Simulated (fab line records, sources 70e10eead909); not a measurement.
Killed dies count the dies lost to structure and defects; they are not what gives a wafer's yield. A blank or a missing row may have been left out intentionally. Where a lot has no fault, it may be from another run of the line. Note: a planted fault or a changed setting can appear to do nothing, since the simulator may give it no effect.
What tool caused it?	flow nandHarc	13 lots, 37 wafers sampled, at 5 steps of a route of 1159

WHAT EACH GAUGE READ, for each wafer
NHARC_A_CONTACT_CD_MEAS_08: the cd target is 100 nm.
lot	measured	on	cdNm (nm)
L714	day 17 04:07	cdSem-02	98.8 99.9 99.4
L715	day 17 08:40	cdSem-02	100.3 99.7 100.1
L716	day 17 09:43	cdSem-02	100.1 100.1 99.9
L717	day 17 16:08	cdSem-03	99.5 100.2 100.2
L718	day 17 20:10	cdSem-03	100.2 100.3 101.0
L719	day 18 11:33	cdSem-02	99.8 100.6 99.6
L720	day 18 16:50	cdSem-01	100.6 100.5 99.8
L728	day 20 18:08	cdSem-03	99.6 99.8
L730	day 20 19:02	cdSem-01	99.8 100.0
L731	day 21 11:58	cdSem-01	99.7 99.2 100.5
L733	day 22 05:04	cdSem-01	100.2 100.4 100.2
L732	day 22 07:40	cdSem-02	99.9 100.1 100.0
L736	day 22 16:53	cdSem-01	100.0 100.3 100.0

NHARC_A_BLC_CD_MEAS_10: the cd target is 100 nm.
lot	measured	on	cdNm (nm)
L714	day 17 10:55	cdSem-01	100.1 99.1 99.3
L715	day 17 14:27	cdSem-02	99.9 99.5 99.7
L716	day 17 15:58	cdSem-02	100.0 99.7 100.5
L717	day 18 00:07	cdSem-01	99.8 100.3 99.8
L718	day 18 05:22	cdSem-03	99.3 100.1 99.0
L719	day 18 21:14	cdSem-02	99.1 99.6 99.2
L720	day 18 22:52	cdSem-01	100.3 99.9 100.1
L728	day 20 23:45	cdSem-03	102.3 99.4
L730	day 21 08:55	cdSem-03	102.8 100.1
L731	day 22 02:07	cdSem-02	101.1 101.9 101.4
L733	day 22 11:14	cdSem-01	101.0 101.1 99.9
L732	day 22 17:37	cdSem-03	99.9 100.0 100.1
L736	day 23 01:52	cdSem-02	100.4 100.3 99.5

WHICH TOOL RAN EACH LOT (tool, then ch and the chambers of the sampled wafers, then the start)
lot	NHARC_A_CONTACT_ETCH_88	NHARC_A_CONTACT_ETCH_98	NHARC_A_BLC_DEVELOP_09
L714	rieDiel-01 ch 0,1,3, day 17 04:23	rieDiel-02 ch 1,3, day 17 10:00 or earlier	lithoTrack-06 ch 0, day 17 10:00
L715	rieDiel-02 ch 0,3, day 17 08:56	rieDiel-01 ch 0,1, day 17 14:00 or earlier	lithoTrack-06 ch 0, day 17 14:00
L716	rieDiel-01 ch 1,2, day 17 09:59	rieDiel-01 ch 1,3, day 17 15:00 or earlier	lithoTrack-04 ch 0, day 17 15:00
L717	rieDiel-02 ch 0,2,3, day 17 16:25	rieDiel-01 ch 0,1,3, day 18 00:00 or earlier	lithoTrack-04 ch 0, day 18 00:00
L718	rieDiel-07 ch 0,1,3, day 17 20:27	rieDiel-01 ch 1,3, day 18 05:00 or earlier	lithoTrack-01 ch 0, day 18 05:00
L719	rieDiel-01 ch 0,1,3, day 18 11:50	rieDiel-02 ch 1,2, day 18 21:00 or earlier	lithoTrack-06 ch 0, day 18 21:00
L720	rieDiel-01 ch 0,1,2, day 18 17:13	rieDiel-01 ch 1,2,3, day 18 22:00 or earlier	lithoTrack-04 ch 0, day 18 22:00
L728	rieDiel-07 ch 0,3, day 20 18:24	rieDiel-01 ch 0,2, day 20 23:00 or earlier	lithoTrack-06 ch 0, day 20 23:00
L730	rieDiel-01 ch 2,3, day 20 19:19	rieDiel-07 ch 1,2, day 21 08:00 or earlier	lithoTrack-06 ch 0, day 21 08:00
L731	rieDiel-07 ch 0,1,2, day 21 12:47	rieDiel-07 ch 1,2, day 22 02:00 or earlier	lithoTrack-04 ch 0, day 22 02:00
L733	rieDiel-07 ch 0,1, day 22 05:27	rieDiel-07 ch 0,2,3, day 22 11:00 or earlier	lithoTrack-04 ch 0, day 22 11:00
L732	rieDiel-01 ch 0,1,2, day 22 07:58	rieDiel-01 ch 0,3, day 22 17:00 or earlier	lithoTrack-04 ch 0, day 22 17:00
L736	rieDiel-01 ch 1,2,3, day 22 17:10	rieDiel-02 ch 0,1, day 22 19:31	lithoTrack-01 ch 0, day 23 01:00
- NHARC_A_CONTACT_ETCH_88: etches the open film in CF4, target depth 39 nm, time 65 s.
- NHARC_A_CONTACT_ETCH_98: etches the open film in C4F6/O2, target depth 20 nm, time 10 s.
- NHARC_A_BLC_DEVELOP_09: develop time 35 s.

AS READ BY THE TOOLS THEMSELVES (means over the sampled wafers that have a number; for cases with no such wafer, the mark the record gives instead)
NHARC_A_CONTACT_ETCH_88.
lot	tool	drypumpMotorCurrentA (A)	oesProductAu (a.u.)	rfFwdPowerW (W)	rfVppV (V)	showerheadPlenumPTorr (Torr)	throttleValvePct (%)
L714	rieDiel-01	5.89	1.003	297.5	152.0	1.76	13.277
L715	rieDiel-02	6.02	0.998	296.4	152.0	1.77	13.289
L716	rieDiel-01	5.83	0.992	297.2	151.3	1.84	13.290
L717	rieDiel-02	5.70	0.996	295.6	151.8	1.80	13.281
L718	rieDiel-07	5.59	1.010	298.3	150.6	1.78	13.286
L719	rieDiel-01	5.92	1.005	296.8	150.9	1.76	13.292
L720	rieDiel-01	5.94	0.996	296.6	153.0	1.83	13.278
L728	rieDiel-07	5.58	1.002	297.2	151.4	1.78	13.279
L730	rieDiel-01	5.70	0.994	297.6	150.9	1.74	13.281
L731	rieDiel-07	5.65	1.002	297.5	152.3	1.79	13.286
L733	rieDiel-07	5.66	1.007	296.9	151.8	1.79	13.284
L732	rieDiel-01	5.91	1.003	296.6	152.5	1.82	13.280
L736	rieDiel-01	5.74	0.994	296.7	152.0	1.86	13.283

NHARC_A_CONTACT_ETCH_98.
lot	tool	drypumpMotorCurrentA (A)	oesProductAu (a.u.)	rfFwdPowerW (W)	rfVppV (V)	showerheadPlenumPTorr (Torr)	throttleValvePct (%)
L714	rieDiel-02	5.91	0.936	585.9	547	3.91	26.904
L715	rieDiel-01	6.00	1.009	585.0	549	4.05	26.904
L716	rieDiel-01	5.76	0.966	585.5	544	3.79	26.910
L717	rieDiel-01	5.91	0.947	585.2	546	3.90	26.914
L718	rieDiel-01	5.86	0.974	586.3	547	3.93	26.910
L719	rieDiel-02	5.38	0.998	587.6	545	3.86	26.898
L720	rieDiel-01	5.76	0.953	585.3	546	3.93	26.897
L728	rieDiel-01	5.94	0.958	584.8	549	4.03	26.893
L730	rieDiel-07	5.62	0.964	586.2	546	3.95	26.904
L731	rieDiel-07	5.62	0.964	587.9	547	3.93	26.906
L733	rieDiel-07	5.61	0.949	585.9	547	3.96	26.909
L732	rieDiel-01	6.01	0.970	586.9	550	4.06	26.900
L736	rieDiel-02	5.74	0.944	587.4	542	3.73	26.903

THE ANSWER, worked out from the rows above alone
Rule: usual is defined by the lots themselves. The widest of any qualifying gaps counts: lots, ordered by their means at a reading, are off when they make up no more than a third of the lots, leave a main group of 4 or more, and stand apart from it by 3 or more times the standard deviation of that group's means. A main group is skipped when, at the precision printed for the reading in the tables above, its means are all equal. Also off: a lot with no number at a reading for which 4 or more lots have one. Where the step has rows for the other lots, those lots are counted as sound. The gauges are gone through in route order, then the tools' own readings, and for those a lot's mean is taken as printed above. The first step at which some lot is off is used, and at that step the reading that is off furthest; a lot without a number counts as furthest.
No lot is off on any of the readings shown, so nothing can be concluded from this.

WHAT THE SIMULATOR PUT IN
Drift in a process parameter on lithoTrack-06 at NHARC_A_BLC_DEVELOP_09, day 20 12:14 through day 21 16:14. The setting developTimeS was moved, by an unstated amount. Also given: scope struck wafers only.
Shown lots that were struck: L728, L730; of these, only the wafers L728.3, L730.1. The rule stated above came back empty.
